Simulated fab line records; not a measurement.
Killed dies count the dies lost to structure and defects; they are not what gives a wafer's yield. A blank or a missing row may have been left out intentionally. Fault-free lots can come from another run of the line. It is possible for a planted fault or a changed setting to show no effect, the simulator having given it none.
Matching of chambers | flow n5-finfet | rie-diel-06 running N5_STI_FIN_REVEAL_ETCHBACK_08: 4 sister chambers
The step etches SiO2 in C4F6/O2, target depth 30.5 nm, time 10.167 s. 4 wafers are shown with their chamber, then 10 later ones without.

WAFERS, EACH WITH ITS CHAMBER
wafer  | chamber | drypump-motor-current-A (A)
L083.5 | 1       | 6.6
L083.6 | 2       | 6.3
L089.1 | 3       | 5.4
L089.5 | 0       | 5.7

WAFERS WITHOUT THEIR CHAMBER
wafer  | drypump-motor-current-A (A)
L089.6 | 5.4
L091.3 | 6.6
L091.4 | 6.6
L091.6 | 6.3
L095.2 | 6.6
L095.4 | 5.8
L095.6 | 6.3
L097.1 | 6.6
L097.2 | 5.4
L097.3 | 5.7

WHICH CHAMBER EACH WENT THROUGH
wafer  | from the rows above | in truth
L089.6 | 3                   | 3
L091.3 | 1                   | 1
L091.4 | 1                   | 1
L091.6 | 2                   | 2
L095.2 | 1                   | 1
L095.4 | 0                   | 0
L095.6 | 2                   | 2
L097.1 | 1                   | 1
L097.2 | 3                   | 3
L097.3 | 0                   | 0
Placed correctly: 10 of 10. Can't be placed from these rows: 0. 0 placed wrongly.
How it was worked out, from the rows above alone: a wafer's distance from a chamber is the root of the sum, over the readings, of the square of ((its reading less the chamber's mean) divided by the reading's scatter). The wafer belongs to the nearest chamber; if the next one is less than 2 further off, it can't be placed. A chamber's mean is the mean of its shown wafers. The scatter: root of mean squared gap, hidden wafer to nearest shown wafer, with one shown wafer a chamber.
